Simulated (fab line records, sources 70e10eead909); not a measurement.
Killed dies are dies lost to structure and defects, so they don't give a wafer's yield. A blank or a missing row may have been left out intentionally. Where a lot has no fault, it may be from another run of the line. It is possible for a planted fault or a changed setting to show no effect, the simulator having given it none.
A single fault, viewed from 2 desks    flow nand harc    only its own numbers are on each desk; what lay behind them is given at the end

== METROLOGY DESK ==
Means of the sampled wafers that have a number, per lot and without regard to the tool the lot ran on: this is what the gauges read. A lot is out of limits, marked OUT, if its mean lies more than 4 standard deviations from the usual mean; the brackets give that distance.
Columns: A = thk nm at NHARC_P_BONDPAD_THK_MEAS_33, usual 199.4 nm
lot   first seen here  A
L550  day 6 21:35      198.6
L551  day 7 00:16      200.6
L552  day 7 10:11      198.6
L553  day 8 02:59      198.5
L555  day 8 18:08      200.3
L556  day 9 05:28      199.0
L558  day 10 00:38     199.7
L559  day 10 18:37     200.3
L560  day 11 00:31     199.6
L561  day 11 06:01     200.7
L562  day 11 10:48     199.8
L563  day 11 20:05     200.7
L570  day 15 04:37     198.3
Result from this desk: across the 13 lots, nothing is out of limits.

== FOR THE TOOL OWNER'S DESK: pvd sputter-01 ==
The tool's own readings at NHARC_P_BONDPAD_PVD_17 (deposits TaN, target thk 5 nm, time 8.06 s): means of the sampled wafers that have a number, for each lot that ran on this tool. A lot is out of limits, marked OUT, if its mean lies more than 4 standard deviations from the usual mean; the brackets give that distance.
Columns: A = throttle valve pct at NHARC_P_BONDPAD_PVD_17, usual 30.2 %
lot   first seen here  A
L550  day 6 23:25      30.2
L551  day 7 02:09      30.5
L556  day 9 07:19      30.0
L559  day 10 20:31     29.9
L562  day 11 12:40     29.8
L563  day 11 21:55     29.7
L570  day 15 06:19     29.8
Result from this desk: across the 7 lots, nothing is out of limits.

== BROUGHT TOGETHER ==
From the metrology desk's view, nothing was out of limits.
The tool owner's desk saw nothing out of limits.

== WHAT HAD BEEN PUT IN BY THE SIMULATOR ==
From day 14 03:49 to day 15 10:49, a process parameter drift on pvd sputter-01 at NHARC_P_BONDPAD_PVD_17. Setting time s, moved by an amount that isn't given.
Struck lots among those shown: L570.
